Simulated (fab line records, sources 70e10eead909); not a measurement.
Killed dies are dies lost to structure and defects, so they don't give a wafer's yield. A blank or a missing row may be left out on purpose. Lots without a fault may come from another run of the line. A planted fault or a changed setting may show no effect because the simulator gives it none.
fab line records | flow nand_harc
record lots=7 wafers=21 last_day=33
route steps=1302 shown A_M0@1164 A_M1@1169 END@1302
lots that met no fault: from a run of the same line without faults
start_h: hours from the record's first day to the start of the lot's first wafer shown | wait_h: hours since the lot's step before | " the same as in the row above | L1.1+2: a row that stands for several wafers | - no value, or no start given | * or withheld: withheld | < > ~ a bound
route shown NAME@n: a module of which the file shows steps, and the number in the route of the first | usual: mean/standard deviation of fault-free wafers | same: alike in all rows | chamber/n: place in a boat | sites: the reading at each site | _std_site: their standard deviation | _edge_site: outer sites' mean less inner sites' | radius_mm: how far each site lies from the wafer's centre | mask NAME#n: copy n | behind: the tool/chamber that last shaped the wafer | hold: why the lot was held/for how many hours/how that ended | device: the transistor (n, p or np) that didn't switch | end of line: the same wafers' tests at the end of the route | a step without rows: its recipe alone | killed: dies lost to structure and defects at the first sort, not the wafer's yield | map: a wafer's dies, x killed, . not, _ none there
set.NAME: the setting as run; set.NAME@STEP: as run at that earlier step | model.NAME: the simulator's own value behind a step, which no gauge read
lots at some steps of the route; a table a step, a row a wafer
services: from which hour (start_h, from the record's first day; less than 0 if before it) a tool's chamber was out of use, for how many hours, and why
## steps
# step NHARC_A_M0_SRD_25
# step NHARC_A_M0_INSPECT_27
# usual raw_defect_count=525/110
# columns lot.wafer tool chamber start_h wait_h raw_defect_count
L857.1 defect_inspect-02 - 539.42 0.0 447
L857.2 " - " " 478
L857.6 " - " " 518
L858.1 defect_inspect-02 - 545.45 0.0 565
L858.2 " - " " 681
L858.4 " - " " 580
L860.1 defect_inspect-02 - 586.16 0.0 535
L860.2 " - " " 678
L860.5 " - " " 908
L875.2 defect_inspect-01 - 723.42 0.0 498
L875.3 " - " " 482
L875.6 " - " " 420
L877.2 defect_inspect-02 - 733.44 0.0 519
L877.4 " - " " 638
L877.6 " - " " 452
L876.2 defect_inspect-01 - 738.09 0.0 497
L876.3 " - " " 527
L876.5 " - " " 489
L878.1 defect_inspect-01 - 740.92 0.0 485
L878.2 " - " " 356
L878.6 " - " " 505
# step NHARC_A_M0_PRE_CLEAN_31
# recipe time_s=12 temp_c=370 rf_power_w=300 gas=NH3
# usual heater_power_w=641/89
# columns lot.wafer tool chamber start_h wait_h heater_power_w
L857.1 pecvd-04 1 539.49 0.1 694
L857.2 " 2 " " 700
L857.6 " 1 " " 699
L858.2 pecvd-04 2 545.52 0.1 681
L858.1 " 1 " " 639
L858.4 " 2 " " 683
L860.2 pecvd-03 0 586.23 0.1 555
L860.1 " 1 " " 540
L860.5 " 0 " " 543
L875.3 pecvd-04 2 723.49 0.1 637
L875.2 " 0 " " 699
L875.6 " 0 " " 707
L877.2 pecvd-04 1 733.53 0.1 593
L877.6 " 2 " " 591
L877.4 " 0 " " 656
L876.2 pecvd-03 0 738.16 0.1 633
L876.3 " 1 " " 552
L876.5 " 0 " " 629
L878.2 pecvd-04 1 741.00 0.1 631
L878.1 " 2 " " 572
L878.6 " 2 " " 580
# step NHARC_A_M0_DEP_32
# recipe target_thk_a=300 temp_c=370 target_thk_nm=30 pressure_torr=3 flow_sccm=200 rf_w=450 material=SiCN
# usual heater_power_w=584/89
# columns lot.wafer tool chamber start_h wait_h heater_power_w
L857.1 pecvd-04 1 539.57 0.1 587
L857.2 " 2 " " 585
L857.6 " 1 " " 593
L858.2 pecvd-04 2 545.60 0.1 636
L858.1 " 1 " " 584
L858.4 " 2 " " 626
L860.2 pecvd-03 0 586.31 0.1 582
L860.1 " 1 " " 441
L860.5 " 0 " " 574
L875.3 pecvd-04 2 723.57 0.1 562
L875.2 " 0 " " 545
L875.6 " 0 " " 544
L877.2 pecvd-04 1 733.67 0.1 615
L877.6 " 2 " " 578
L877.4 " 0 " " 587
L876.2 pecvd-03 0 738.24 0.1 552
L876.3 " 1 " " 494
L876.5 " 0 " " 561
L878.2 pecvd-04 1 741.11 0.1 511
L878.1 " 2 " " 556
L878.6 " 2 " " 555
# step NHARC_A_M1_DEP_00
# recipe target_thk_a=1825 target_thk_nm=182.5 temp_c=withheld pressure_torr=5 flow_sccm=200 rf_w=600 material=SiOC
# step NHARC_A_M1_DEHYDRATE_01
# recipe temp_c=150 time_s=120
# step NHARC_A_M1_HMDS_02
# recipe time_s=30
# step NHARC_A_M1_COAT_34
# recipe temp_c=200 time_s=65
# step NHARC_A_M1_COAT_03
# recipe spin_rpm=1500 resist_thk_nm=90
# step NHARC_A_M1_SOFTBAKE_04
# recipe temp_c=105 time_s=55
# step NHARC_A_M1_EBR_05
# step NHARC_A_M1_EXPOSE_06
# recipe na=1.35 target_cd_nm=120 dose_mj=75.13 mask_id=A_M1
# usual exposure_dose_mJ_cm2=75.09/0.08 focus_offset_nm=0.0/0.52
# columns lot.wafer tool chamber start_h wait_h mask exposure_dose_mJ_cm2 focus_offset_nm
L857.1 arfi_scanner-02 0 540.65 - A_M1#0 75.08 -0.3
L857.2 " 0 " " A_M1#0 75.13 0.0
L857.6 " 0 " " A_M1#0 74.98 0.0
L858.1 arfi_scanner-01 0 546.58 - A_M1#0 75.10 0.9
L858.2 " 0 " " A_M1#0 75.08 0.0
L858.4 " 0 " " A_M1#0 75.06 0.1
L860.1 arfi_scanner-03 0 587.27 - A_M1#0 75.05 -0.5
L860.2 " 0 " " A_M1#0 74.98 -0.5
L860.5 " 0 " " A_M1#0 75.07 0.0
L875.2 arfi_scanner-03 0 724.68 - A_M1#0 93.87 0.4
L875.3 " 0 " " A_M1#0 94.01 0.3
L875.6 " 0 " " A_M1#0 93.86 -0.5
L877.2 arfi_scanner-03 0 734.70 - A_M1#0 90.22 -0.1
L877.4 " 0 " " A_M1#0 90.31 0.1
L877.6 " 0 " " A_M1#0 90.26 0.5
L876.2 arfi_scanner-03 0 739.22 - A_M1#0 87.14 0.2
L876.3 " 0 " " A_M1#0 87.09 -0.4
L876.5 " 0 " " A_M1#0 87.08 0.3
L878.1 arfi_scanner-01 0 742.17 - A_M1#0 75.18 0.6
L878.2 " 0 " " A_M1#0 75.23 -0.3
L878.6 " 0 " " A_M1#0 75.18 -0.2
# step NHARC_A_M1_PEB_07
# recipe peb_temp_c=100 peb_time_s=65
# step NHARC_A_M1_DEVELOP_08
# recipe develop_time_s=35 dev_temp_c=23
# step NHARC_A_M1_CD_MEAS_09
# recipe target_cd_nm=120 landing_energy_ev=500
# usual cd_nm=120.2/0.47
# columns lot.wafer tool chamber start_h wait_h cd_nm
L857.1 cd_sem-03 0 540.79 - 120.6
L857.2 " 0 " " 120.4
L857.6 " 0 " " 120.0
L858.1 cd_sem-02 0 546.72 - 120.7
L858.2 " 0 " " 120.4
L858.4 " 0 " " 120.2
L860.1 cd_sem-02 0 587.41 - 120.4
L860.2 " 0 " " 119.9
L860.5 " 0 " " 120.7
L875.2 cd_sem-02 0 724.82 - 132.2
L875.3 " 0 " " 133.2
L875.6 " 0 " " 133.0
L877.2 cd_sem-02 0 734.84 - 131.5
L877.4 " 0 " " 130.5
L877.6 " 0 " " 130.8
L876.2 cd_sem-01 0 739.36 - 129.7
L876.3 " 0 " " 129.0
L876.5 " 0 " " 129.1
L878.1 cd_sem-02 0 742.31 - 120.1
L878.2 " 0 " " 120.0
L878.6 " 0 " " 120.6
# step NHARC_A_M1_OVL_MEAS_10
# recipe pitch_nm=240
# usual overlay_x_nm=0.0/0.96 overlay_y_nm=-0.2/0.79
# columns lot.wafer tool chamber start_h wait_h overlay_x_nm overlay_y_nm
L857.1 overlay-02 - 540.88 - 0.5 -0.6
L857.2 " - " " 0.0 -1.0
L857.6 " - " " -0.9 -0.8
L858.1 overlay-01 - 546.81 - 0.9 0.4
L858.2 " - " " 1.2 -0.1
L858.4 " - " " 1.0 0.4
L860.1 overlay-02 - 587.50 - 0.8 2.1
L860.2 " - " " 0.9 1.4
L860.5 " - " " 0.7 1.4
L875.2 overlay-01 - 724.90 - 0.4 -0.7
L875.3 " - " " 0.8 -0.5
L875.6 " - " " 0.7 -0.6
L877.2 overlay-02 - 734.92 - -0.2 -0.5
L877.4 " - " " -0.4 -0.2
L877.6 " - " " -0.1 -0.2
L876.2 overlay-01 - 739.45 - -0.8 -0.2
L876.3 " - " " -1.1 -0.4
L876.5 " - " " -1.5 -0.6
L878.1 overlay-01 - 742.39 - -0.5 0.5
L878.2 " - " " -0.6 0.6
L878.6 " - " " 0.1 0.3
# step NHARC_A_M1_INSPECT_11
# usual raw_defect_count=90/34
# columns lot.wafer tool chamber start_h wait_h raw_defect_count
L857.1 defect_inspect-02 - 540.92 0.0 122
L857.2 " - " " 89
L857.6 " - " " 100
L858.1 defect_inspect-01 - 546.85 0.0 161
L858.2 " - " " 189
L858.4 " - " " 152
L860.1 defect_inspect-01 - 587.53 0.0 150
L860.2 " - " " 153
L860.5 " - " " 159
L875.2 defect_inspect-01 - 724.94 0.0 74
L875.3 " - " " 81
L875.6 " - " " 109
L877.2 defect_inspect-02 - 734.96 0.0 74
L877.4 " - " " 69
L877.6 " - " " 76
L876.2 defect_inspect-02 - 739.49 0.0 74
L876.3 " - " " 83
L876.5 " - " " 86
L878.1 defect_inspect-02 - 742.43 0.0 86
L878.2 " - " " 88
L878.6 " - " " 86
# step NHARC_A_M1_DESCUM_14
# recipe time_s=3 o2_flow_sccm=200 ar_flow_sccm=0 bias_power_w=0 chemistry=O2
# usual drypump_motor_current_A=5.9/0.52 oes_product_au=0.999/0.0069 rf_vpp_V=57.8/0.91 showerhead_plenum_p_Torr=1.91/0.086 throttle_valve_pct=11.312/0.009
# columns lot.wafer tool chamber start_h wait_h drypump_motor_current_A oes_product_au rf_hours_counter_h rf_vpp_V showerhead_plenum_p_Torr throttle_valve_pct model.A_M1.cd_nm
L857.2 rie_diel-04 3 541.00 0.1 5.5 0.991 0 58.3 1.83 11.317 120.5
L857.1 " 0 " " 6.0 1.000 0 58.0 1.81 11.305 120.5
L857.6 " 1 " " 5.7 1.003 - 57.3 1.85 11.312 120.5
L858.4 rie_diel-10 3 546.91 0.1 6.7 0.995 3.3 57.7 1.83 11.299 119.9
L858.2 " 1 " " 5.0 1.012 2.9 58.2 2.04 11.316 120.2
L858.1 " 2 " " 6.2 1.004 2.9 58.8 2.07 11.306 120.7
L860.2 rie_diel-04 1 587.60 0.1 5.8 1.016 2.9 57.3 1.85 11.303 120.7
L860.1 " 2 " " 5.7 0.997 3.1 58.0 1.85 11.317 120.1
L860.5 " 0 " " 6.0 1.010 - 57.8 1.81 11.308 120.5
L875.2 rie_diel-12 3 725.01 0.1 5.9 0.999 4.9 58.3 1.90 11.324 132.9
L875.3 " 0 " " 4.7 1.009 5.6 57.3 1.89 11.307 133.8
L875.6 " 2 " " 6.5 0.981 - 58.1 2.02 11.320 132.9
L877.4 rie_diel-10 2 735.02 0.1 6.2 1.009 3.7 58.7 2.07 11.309 130.9
L877.2 " 0 " " 6.2 0.998 3.6 57.0 1.88 11.312 131.8
L877.6 " 3 " " 6.7 1.002 - 57.3 1.83 11.289 131
L876.2 rie_diel-04 0 739.55 0.1 5.9 0.988 2.1 57.3 1.81 11.297 128.7
L876.3 " 1 " " 5.7 1.006 2.1 56.0 1.85 11.338 128.6
L876.5 " 0 " " 6.0 0.995 - 57.1 1.81 11.302 128.8
L878.2 rie_diel-10 2 742.49 0.1 6.2 0.990 3.9 58.6 2.06 11.309 120.4
L878.1 " 3 " " 6.8 0.998 3.7 57.6 1.83 11.312 120.1
L878.6 " 2 " " 6.2 1.012 - 59.6 2.06 11.304 120.8
# step NHARC_A_M1_ETCH_35
# recipe target_depth_a=400 overetch_a=120 time_s=43.94 ion_energy_ev=200 n2_flow_sccm=150 h2_flow_sccm=150 ar_flow_sccm=0 rf_w=400 bias_w=150 chemistry=N2/H2
# usual drypump_motor_current_A=5.9/0.54 oes_product_au=0.999/0.0072 rf_vpp_V=430.4/2.7 showerhead_plenum_p_Torr=2.04/0.095 throttle_valve_pct=14.171/0.0097
# columns lot.wafer tool chamber start_h wait_h drypump_motor_current_A oes_product_au rf_hours_counter_h rf_vpp_V showerhead_plenum_p_Torr throttle_valve_pct
L857.2 rie_diel-04 3 541.06 0.1 5.5 0.994 0.0 427.6 1.95 14.163
L857.1 " 1 " " 5.7 1.001 0.0 428.7 1.97 14.168
L857.6 " 3 " " 5.5 0.999 - 427.6 1.94 14.156
L858.4 rie_diel-10 2 546.99 0.1 6.2 1.000 2.9 435.0 2.21 14.178
L858.2 " 3 " " 6.7 0.995 3.3 429.1 1.95 14.163
L858.1 " 0 " " 6.2 1.004 3.4 429.3 2.01 14.193
L860.1 rie_diel-04 3 587.68 0.1 5.5 0.983 2.2 427.8 1.95 14.181
L860.2 " 0 " " 6.0 1.005 2.7 427.0 1.93 14.175
L860.5 " 3 " " 5.4 0.998 - 427.3 1.95 14.154
L875.3 rie_diel-12 0 725.09 0.1 4.8 1.011 5.6 430.3 2.01 14.165
L875.2 " 1 " " 6.2 1.007 4.6 431.8 2.07 14.174
L875.6 " 0 " " 4.7 1.003 - 429.3 2.01 14.167
L877.4 rie_diel-10 3 735.11 0.1 6.8 1.000 3.5 427.3 1.94 14.170
L877.2 " 1 " " 5.0 1.001 3.7 433.7 2.18 14.169
L877.6 " 0 " " 6.2 1.003 - 429.1 2.01 14.168
L876.2 rie_diel-04 2 739.64 0.1 5.8 0.999 1.8 429.3 1.96 14.180
L876.3 " 3 " " 5.5 0.995 1.8 427.3 1.94 14.172
L876.5 " 0 " " 6.0 0.989 - 427.4 1.93 14.182
L878.2 rie_diel-10 3 742.59 0.1 6.7 0.997 3.7 428.1 1.94 14.176
L878.1 " 0 " " 6.2 1.012 3.8 429.3 2.01 14.155
L878.6 " 1 " " 5.0 1.001 - 432.1 2.18 14.178
# step NHARC_A_M1_ETCH_15
# recipe target_depth_a=1825 time_s=91.2 c4f8_flow_sccm=withheld ar_flow_sccm=400 rf_w=600 bias_w=300 chemistry=C4F8/Ar
# usual oes_product_au=0.953/0.022 rf_vpp_V=440.6/2.6
# columns lot.wafer tool chamber start_h wait_h oes_product_au rf_hours_counter_h rf_vpp_V
L857.2 rie_diel-04 1 - - 0.963 0.0 438.3
L857.1 " 0 " " 0.974 0.0 437.6
L857.6 " 1 " " 0.968 - 438.5
L858.1 rie_diel-10 2 - - 0.973 2.9 446.0
L858.2 " 0 " " 0.963 3.4 440.4
L858.4 " 1 " " 0.985 3.0 444.4
L860.2 rie_diel-04 0 - - 0.971 2.7 438.1
L860.1 " 3 " " 0.977 2.2 438.3
L860.5 " 1 " " 0.974 - 438.0
L875.3 rie_diel-12 3 - - 0.956 4.9 439.4
L875.2 " 1 " " 0.984 4.6 441.7
L875.6 " 3 " " 0.963 - 439.3
L877.2 rie_diel-10 2 - - 0.937 3.7 445.1
L877.4 " 1 " " 0.965 3.7 443.8
L877.6 " 3 " " 0.940 - 438.3
L876.3 rie_diel-04 2 - - 0.984 1.8 437.8
L876.2 " 3 " " 0.983 1.8 436.2
L876.5 " 1 " " 0.974 - 439.5
L878.2 rie_diel-10 1 - - 0.919 3.9 445.0
L878.1 " 2 " " 0.914 3.9 444.8
L878.6 " 3 " " 0.913 - 438.7
# step NHARC_A_M1_CD_MEAS_16
# usual cd_nm=120.1/0.61
# columns lot.wafer tool chamber start_h wait_h cd_nm
L857.1 cd_sem-01 - 541.28 - 120.5
L857.2 " - " " 120.2
L857.6 " - " " 120.3
L858.1 cd_sem-02 - 547.21 - 120.8
L858.2 " - " " 120.3
L858.4 " - " " 119.9
L860.1 cd_sem-03 - 587.90 - 120.2
L860.2 " - " " 120.2
L860.5 " - " " 120.3
L875.2 cd_sem-03 - 725.31 - 132.7
L875.3 " - " " 134.0
L875.6 " - " " 132.8
L877.2 cd_sem-02 - 735.33 - 132.0
L877.4 " - " " 130.6
L877.6 " - " " 131.0
L876.2 cd_sem-01 - 739.85 - 128.5
L876.3 " - " " 128.9
L876.5 " - " " 128.7
L878.1 cd_sem-01 - 742.80 - 120.0
L878.2 " - " " 120.3
L878.6 " - " " 120.2
# step NHARC_A_M1_STRIP_18
# recipe power_w=1000 n2_flow_sccm=150 h2_flow_sccm=150 ar_flow_sccm=0 bias_w=0 chemistry=N2/H2
# usual drypump_motor_current_A=5.9/0.54 oes_product_au=1.000/0.0072 rf_vpp_V=90.6/0.97 showerhead_plenum_p_Torr=2.04/0.097 throttle_valve_pct=14.172/0.009
# columns lot.wafer tool chamber start_h wait_h drypump_motor_current_A oes_product_au rf_hours_counter_h rf_vpp_V showerhead_plenum_p_Torr throttle_valve_pct
L857.1 rie_diel-12 1 541.36 0.1 6.2 1.007 4.2 90.7 2.08 14.171
L857.2 " 0 " " 4.7 0.998 4.7 90.3 2.01 14.183
L857.6 " 2 " " 6.5 1.003 - 90.7 2.16 14.164
L858.4 rie_diel-04 0 547.29 0.1 6.0 0.993 0.3 90.8 1.93 14.160
L858.2 " 1 " " 5.7 1.018 0.4 91.3 1.97 14.166
L858.1 " 2 " " 5.8 1.001 0.3 92.2 1.97 14.188
L860.2 rie_diel-10 3 588.03 0.1 6.7 0.986 4.1 90.7 1.94 14.176
L860.1 " 0 " " 6.2 1.001 4.3 90.9 2.01 14.168
L860.5 " 1 " " 5.0 0.996 - 90.3 2.18 14.190
L875.3 rie_diel-04 2 725.38 0.1 5.7 0.994 0.6 89.7 1.97 14.149
L875.2 " 3 " " 5.5 0.985 0.8 90.6 1.94 14.170
L875.6 " 3 " " 5.5 0.998 - 89.8 1.94 14.172
L877.2 rie_diel-12 1 735.43 0.1 6.2 1.000 5.8 90.1 2.07 14.187
L877.4 " 3 " " 5.9 1.005 6.2 89.2 2.02 14.156
L877.6 " 1 " " 6.2 1.000 - 92.0 2.07 14.169
L876.3 rie_diel-10 2 739.92 0.1 6.2 1.003 3.8 91.5 2.21 14.177
L876.2 " 3 " " 6.7 0.995 3.6 90.1 1.94 14.180
L876.5 " 3 " " 6.7 0.995 - 90.5 1.94 14.170
L878.2 rie_diel-10 2 742.87 0.1 6.2 1.003 3.9 92.2 2.21 14.160
L878.1 " 0 " " 6.2 1.002 3.8 89.5 2.01 14.155
L878.6 " 3 " " 6.7 1.003 - 90.0 1.94 14.164
# step NHARC_A_M1_ETCH_28
# recipe target_depth_a=300 over_etch_frac=0.3 time_s=72.99 ion_energy_ev=150 cf4_flow_sccm=50 n2_flow_sccm=100 ar_flow_sccm=150 rf_w=300 bias_w=100 chemistry=CF4/N2
# usual cf4_flow_sccm=49.99/0.14 drypump_motor_current_A=5.9/0.56 oes_product_au=1.000/0.0071 rf_vpp_V=314.0/2 showerhead_plenum_p_Torr=2.62/0.11 throttle_valve_pct=19.796/0.0085
# columns lot.wafer tool chamber start_h wait_h cf4_flow_sccm drypump_motor_current_A oes_product_au rf_hours_counter_h rf_vpp_V showerhead_plenum_p_Torr throttle_valve_pct model.A_M1.cd_nm
L857.2 rie_diel-12 0 - - 49.71 4.8 0.988 4.8 314.5 2.60 19.787 120.2
L857.1 " 2 " " 49.97 6.5 0.991 6.1 315.4 2.77 19.792 120.6
L857.6 " 3 " " 50.13 5.9 0.998 - 314.4 2.61 19.810 120.3
L858.1 rie_diel-04 2 - - 50.00 5.8 1.000 0.3 312.8 2.54 19.792 121
L858.2 " 3 " " 50.17 5.5 1.005 0.3 311.3 2.51 19.789 120.3
L858.4 " 0 " " 49.99 5.9 1.004 0.4 312.8 2.50 19.801 119.9
L860.2 rie_diel-10 3 - - 49.99 6.7 1.004 4.1 311.9 2.51 19.794 120
L860.1 " 1 " " 49.80 5.0 1.001 4.0 316.9 2.79 19.811 119.7
L860.5 " 0 " " 49.81 6.2 1.006 - 315.2 2.59 19.777 120.3
L875.2 rie_diel-04 2 - - 49.93 5.8 0.997 0.7 313.7 2.54 19.791 133.2
L875.3 " 3 " " 49.95 5.5 0.998 0.9 313.3 2.51 19.809 134.4
L875.6 " 2 " " 49.94 5.8 0.994 - 314.3 2.54 19.797 133
L877.4 rie_diel-12 1 - - 50.02 6.2 0.989 5.8 314.6 2.66 19.792 130.8
L877.2 " 3 " " 50.13 5.9 0.997 6.2 313.5 2.61 19.797 131.4
L877.6 " 0 " " 50.07 4.7 1.000 - 313.0 2.59 19.803 130.5
L876.3 rie_diel-10 3 - - 49.95 6.7 1.000 3.6 312.3 2.51 19.795 128.8
L876.2 " 1 " " 50.14 5.0 1.012 3.8 316.6 2.79 19.799 128.6
L876.5 " 2 " " 50.23 6.2 1.005 - 317.2 2.82 19.812 129.5
L878.1 rie_diel-10 0 - - 49.89 6.2 0.989 3.9 312.1 2.58 19.801 119.8
L878.2 " 2 " " 49.87 6.2 0.990 4.0 318.2 2.82 19.787 120
L878.6 " 0 " " 50.07 6.2 1.009 - 313.7 2.59 19.795 121.1
# step NHARC_A_M1_STRIP_19
# recipe time_s=600 temp_c=30 chemistry=post_etch_residue_remover
# step NHARC_END_SORT_01
# recipe temp_c=25
# usual defect_limited_yield=91.4/2.9 killed_at_array=54/20 killed_at_other=0.9/1.1 killed_at_periphery=3.8/2.4 killed_dies=58/20 killed_open=3.5/1.9 killed_short=2.5/1.6 sort_bin_2_pct=3.1/1.2 sort_bin_3_pct=0.6/0.39 sort_bin_4_pct=4.9/1.7 sort_n_pass=619/20 sort_rim_yield_pct=91/4.3 sort_yield_pct=91.4/2.9
# same gross_dies=677 sort_bin_5_pct[%]=0 sort_bin_6_pct[%]=0 sort_bin_7_pct[%]=0 sort_bin_8_pct[%]=0 sort_rim_n_gross=106.00
# columns lot.wafer tool chamber start_h wait_h defect_limited_yield[%] killed_at_array killed_at_other killed_at_periphery killed_dies killed_open killed_short sort_bin_2_pct[%] sort_bin_3_pct[%] sort_bin_4_pct[%] sort_n_pass sort_rim_yield_pct[%] sort_yield_pct[%]
L858.1 prober-02 0 584.12 2.5 86.1 86 1 7 94 3 3 5.5 1.5 6.9 583 78 86.1
L858.2 prober-02 0 584.91 2.8 83.3 105 3 5 113 6 0 7.1 1.6 8.0 564 84 83.3
L858.4 prober-02 0 586.51 3.4 87.4 79 1 5 85 4 1 4.3 1.2 7.1 592 90 87.4
L860.1 prober-02 0 625.06 2.5 87.4 84 0 1 85 2 2 5.5 0.4 6.6 592 86 87.4
L860.2 prober-02 0 625.87 2.8 85.4 96 1 2 99 2 3 5.2 1.5 8.0 578 91 85.4
L860.5 prober-02 0 628.30 3.7 85.5 95 3 0 98 1 2 5.0 1.5 8.0 579 98 85.5
L877.2 prober-01 0 771.47 2.8 92.3 46 1 5 52 3 0 3.0 1.0 3.7 625 96 92.3
L877.4 prober-01 0 773.05 3.4 91.4 49 2 7 58 3 4 3.1 0.9 4.6 619 91 91.4
L877.6 prober-01 0 774.63 3.9 90.5 57 1 6 64 5 3 3.0 1.2 5.3 613 92 90.5
L876.2 prober-02 0 777.97 2.8 94.4 35 0 3 38 5 4 2.1 0.6 3.0 639 88 94.4
L876.3 prober-02 0 778.78 3.1 94.4 34 0 4 38 5 2 2.2 0.3 3.1 639 90 94.4
L876.5 prober-02 0 780.38 3.7 93.2 42 0 4 46 3 0 1.6 0.9 4.3 631 94 93.2
# killed by level:class
L858.1 A_CHANNEL_HOLE_D1:chamber_film_flake=28 A_CHANNEL_HOLE_D2:chamber_film_flake=27 A_SLIT:chamber_film_flake=11 A_CONTACT:chamber_film_flake=10 P_GATE:chamber_film_flake=6 A_ONON_D2:geometric_particle:short=2 A_STAIRCASE:chamber_film_flake=2 A_CHANNEL_FILL_D2:geometric_particle:open=1
L858.2 A_SLIT:chamber_film_flake=30 A_CHANNEL_HOLE_D1:chamber_film_flake=29 A_CHANNEL_HOLE_D2:chamber_film_flake=26 A_CONTACT:chamber_film_flake=9 A_WL_FILL:chamber_film_flake=5 A_CHANNEL_HOLE_D1:geometric_particle:open=3 P_GATE:chamber_film_flake=3 THIN_TSV:chamber_film_flake=2
L858.4 A_CHANNEL_HOLE_D2:chamber_film_flake=25 A_CHANNEL_HOLE_D1:chamber_film_flake=22 A_SLIT:chamber_film_flake=12 A_CONTACT:chamber_film_flake=9 P_ZERO_WELL:chamber_film_flake=3 A_STAIRCASE:chamber_film_flake=3 P_GATE:chamber_film_flake=2 A_CHANNEL_FILL_D2:chamber_film_flake=2
L860.1 A_CHANNEL_HOLE_D2:chamber_film_flake=30 A_CHANNEL_HOLE_D1:chamber_film_flake=22 A_SLIT:chamber_film_flake=12 A_STAIRCASE:chamber_film_flake=9 A_DECK1_JOINT:chamber_film_flake=4 A_CHANNEL_FILL_D2:chamber_film_flake=3 P_M1:geometric_particle:open=1 A_ONON_D1:geometric_particle:short=1
L860.2 A_SLIT:chamber_film_flake=29 A_CHANNEL_HOLE_D2:chamber_film_flake=26 A_CHANNEL_HOLE_D1:chamber_film_flake=24 A_ZERO_WELL:chamber_film_flake=3 A_STAIRCASE:chamber_film_flake=3 P_ZERO_WELL:chamber_film_flake=2 A_CHANNEL_FILL_D2:chamber_film_flake=2 A_CONTACT:chamber_film_flake=2
L860.5 A_SLIT:chamber_film_flake=29 A_CHANNEL_HOLE_D1:chamber_film_flake=23 A_CHANNEL_HOLE_D2:chamber_film_flake=23 A_STAIRCASE:chamber_film_flake=12 A_ZERO_WELL:chamber_film_flake=3 THIN_TSV:chamber_film_flake=3 A_CHANNEL_FILL_D2:geometric_particle:short=1 A_WL_FILL:geometric_particle:short=1
L877.2 A_CHANNEL_HOLE_D2:chamber_film_flake=26 A_CHANNEL_HOLE_D1:chamber_film_flake=9 A_SLIT:chamber_film_flake=4 P_ZERO_WELL:chamber_film_flake=3 A_M1:area_expose=3 A_STAIRCASE:chamber_film_flake=2 P_STI:geometric_particle:open=1 A_SOURCE_PLATE:geometric_particle:open=1
L877.4 A_CHANNEL_HOLE_D2:chamber_film_flake=23 A_CHANNEL_HOLE_D1:chamber_film_flake=8 P_GATE:chamber_film_flake=4 A_SLIT:chamber_film_flake=3 A_CONTACT:chamber_film_flake=3 A_CHANNEL_FILL_D2:geometric_particle:short=2 A_ZERO_WELL:chamber_film_flake=2 THIN_TSV:chamber_film_flake=2
L877.6 A_CHANNEL_HOLE_D2:chamber_film_flake=25 A_CHANNEL_HOLE_D1:chamber_film_flake=12 A_SLIT:chamber_film_flake=4 A_M1:area_expose=3 P_M0:chamber_film_flake=2 A_WL_FILL:chamber_film_flake=2 P_M1:geometric_particle:open=1 A_CHANNEL_HOLE_D1:geometric_particle:short=1
L876.2 A_SLIT:chamber_film_flake=8 A_CONTACT:chamber_film_flake=7 A_BLC:chamber_film_flake=4 A_CHANNEL_HOLE_D1:chamber_film_flake=3 A_STAIRCASE:chamber_film_flake=3 A_CHANNEL_FILL_D2:geometric_particle:short=2 P_M0:geometric_particle:open=1 A_ONON_D1:geometric_particle:short=1
L876.3 A_SLIT:chamber_film_flake=15 A_BLC:chamber_film_flake=5 A_STAIRCASE:chamber_film_flake=4 A_CONTACT:chamber_film_flake=4 A_WL_FILL:geometric_particle:short=2 P_STI:geometric_particle:open=1 P_CONTACT:geometric_particle:open=1 P_M0:geometric_particle:open=1
L876.5 A_CHANNEL_HOLE_D1:chamber_film_flake=17 A_SLIT:chamber_film_flake=10 A_BLC:chamber_film_flake=5 A_CHANNEL_HOLE_D2:chamber_film_flake=3 A_CONTACT:chamber_film_flake=3 P_M2:chamber_film_flake=2 A_STAIRCASE:chamber_film_flake=2 P_GATE:geometric_particle:open=1
## services
# columns tool chamber start_h hours kind
arfi_scanner-03 - 519.21 0.8 repair
rie_diel-12 1 528.96 4.9 repair
rie_diel-04 1 530.65 3.1 repair
rie_diel-04 - 531.90 9.0 pm
arfi_scanner-03 - 540.00 4.0 pm
rie_diel-04 3 561.24 5.2 repair
pecvd-03 - 565.96 13.0 pm
rie_diel-10 3 595.31 17.3 repair
rie_diel-10 - 598.02 9.0 pm
rie_diel-12 - 622.40 9.0 pm
rie_diel-04 3 628.33 9.4 repair
pecvd-04 - 631.51 13.0 pm
arfi_scanner-03 - 636.32 1.0 repair
rie_diel-04 3 640.14 9.6 repair
rie_diel-04 - 644.34 0.8 repair
arfi_scanner-03 - 650.27 1.5 repair
rie_diel-10 - 685.05 0.4 repair
rie_diel-10 0 687.42 1.5 repair
arfi_scanner-03 - 697.78 1.4 repair
rie_diel-04 - 708.90 9.0 pm
rie_diel-12 3 716.63 2.9 repair
rie_diel-10 - 722.77 0.7 repair
rie_diel-12 0 725.34 7.8 repair
rie_diel-12 1 740.13 10.0 repair
## key
first_sign step=NHARC_A_M1_EXPOSE_06 reading=exposure_dose_mJ_cm2 direction=up sigmas=99+ usual=75.09 struck=90.43
effect step=NHARC_A_M1_CD_MEAS_09 reading=cd_nm direction=up sigmas=23 usual=120.2 struck=131.0 through=control_loop
effect step=NHARC_A_M1_CD_MEAS_16 reading=cd_nm direction=up sigmas=18 usual=120.1 struck=131.0 through=control_loop
model_effect step=NHARC_A_M1_DESCUM_14 value=A_M1.cd_nm without=120 struck=131.1
model_effect step=NHARC_A_M1_ETCH_28 value=A_M1.cd_nm without=120 struck=131.1
met_at NHARC_A_M1_EXPOSE_06
struck_wafers L875.2,L875.3,L875.6,L876.2,L876.3,L876.5,L877.2,L877.4,L877.6
sort_left_out L875.2,L875.3,L875.6
loop_trim step=NHARC_A_M1_EXPOSE_06 setting=dose lots=L876,L877
onset_between 587.27 724.68
fault kind=process_parameter_drift tool=arfi_scanner-03 chamber=- onset_h=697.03 steps=NHARC_A_M1_EXPOSE_06 channel=dose_mj offset=18.942 shape=step acts_in=these_recipes_only stated=75.13
# sort_left_out: the simulated sort isn't trusted on such a fault, so these wafers' sort isn't shown, and their yield isn't known
# loop_trim: a control loop set the setting to another value than it would have without faults
